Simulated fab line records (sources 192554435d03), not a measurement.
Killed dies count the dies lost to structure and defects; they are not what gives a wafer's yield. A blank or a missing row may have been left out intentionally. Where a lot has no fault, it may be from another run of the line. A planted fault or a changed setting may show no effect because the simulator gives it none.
A struck lot beside a sound one -- flow n5Finfet -- 19 steps out of a route of 1938
Sound: wafers L957.1, L957.2, L957.4. Wafers L956.1, L956.2, L956.3 were the ones struck. The cause comes at the end.
Order at every step that has rows: each side's tool, ch and its chambers, its first start. Under that, the readings that differ: sound wafers -- struck wafers -- difference of the means -- sigmas: that difference in standard deviations of wafers without a fault.
alike: a reading whose means differ by less than 2 such deviations, as well as words and numbers matching on both sides. not compared: withheld readings; readings where some wafer has no value; bounds like >300 that might hide an equal value; numbers whose values overlap and for which the record gives no deviation.
A row with sigmas, a row that says differs or no value, or rows on one side alone: a step with any of these is where the two part. Numbers that don't overlap but have no deviation are shown without sigmas and don't part them. Lack of a reading on every wafer of one side parts them only where that side has two or more wafers.

first, 9 steps without rows for these wafers: N5_BEOL_M8_DESCUM_16 (chemistry O2, time 7.9 s); N5_BEOL_M8_ETCH_61 (etches SiARC in CF4, target depth 45.5 nm, time 75.8 s); N5_BEOL_M8_ETCH_62 (etches SOC in N2/H2, target depth 110 nm, overetch 22 nm, time 165 s); N5_BEOL_M8_STRIP_68 (strips in N2/H2); N5_BEOL_M8_STRIP_67 (strips in CF4); N5_BEOL_M8_HM_OPEN_17 (chemistry Cl2/BCl3, target TiN, target depth 20 nm, overetch 6 nm); N5_BEOL_M8_STRIP_19 (strips in O2); N5_BEOL_M8_COAT_63 (time 60 s, resist thk 60 nm); N5_BEOL_M8_COAT_64 (time 60 s, resist thk 12 nm).
N5_BEOL_M8_COAT_71: time 60 s, resist thk 5 nm.
  sound on lithoTrack-02 ch 0, day 16 00:27; struck on lithoTrack-04 ch 0, day 15 13:42
reading,sound,struck,difference,sigmas
spinSpeedRpm (rpm),1499.3 1501.5 1499.8,1632.0 1632.7 1631.5,+131.9,+99 or more
  alike: chillPlateTempC
then, 7 steps without rows for these wafers: N5_BEOL_M8_COAT_22 (resist thk 30 nm); N5_BEOL_M8_EBR_24; N5_BEOL_M8_SOFTBAKE_23 (time 60 s); N5_BEOL_M8_EXPOSE_25 (exposes mask V7, target cd 40 nm); N5_BEOL_M8_PEB_26 (peb time 60 s); N5_BEOL_M8_DEVELOP_27 (develop time 30 s); N5_BEOL_M8_DESCUM_33 (chemistry O2, time 7 s).
N5_BEOL_M8_ETCH_72: etches underlayer in N2/H2, target depth 6.5 nm, time 5.2 s.
  sound on rieDiel-04 ch 0,1,2, day 16 01:02; struck on rieDiel-04 ch 0,1,3, day 15 14:14
reading,sound,struck,difference,sigmas
model.etch.depthNm (nm),4.985 4.985 4.99,4.788 4.794 4.788,-0.197,
  alike: drypumpMotorCurrentA, etchRfOnTimeS, oesProductAu, rfVppV, showerheadPlenumPTorr, throttleValvePct
  not compared: rfHoursCounterH
then, 1 step without rows for these wafers: N5_BEOL_M8_ETCH_65 (etches SiARC in CF4, target depth 15.6 nm, time 26 s).

## WHERE THEY PART
Only at N5_BEOL_M8_COAT_71, as far as this record shows. Later steps at which nothing parts them and some readings are alike: N5_BEOL_M8_ETCH_72.

WHY: the cause the simulator had injected
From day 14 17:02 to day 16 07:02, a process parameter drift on lithoTrack-04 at N5_BEOL_M8_COAT_71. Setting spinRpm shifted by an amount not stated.
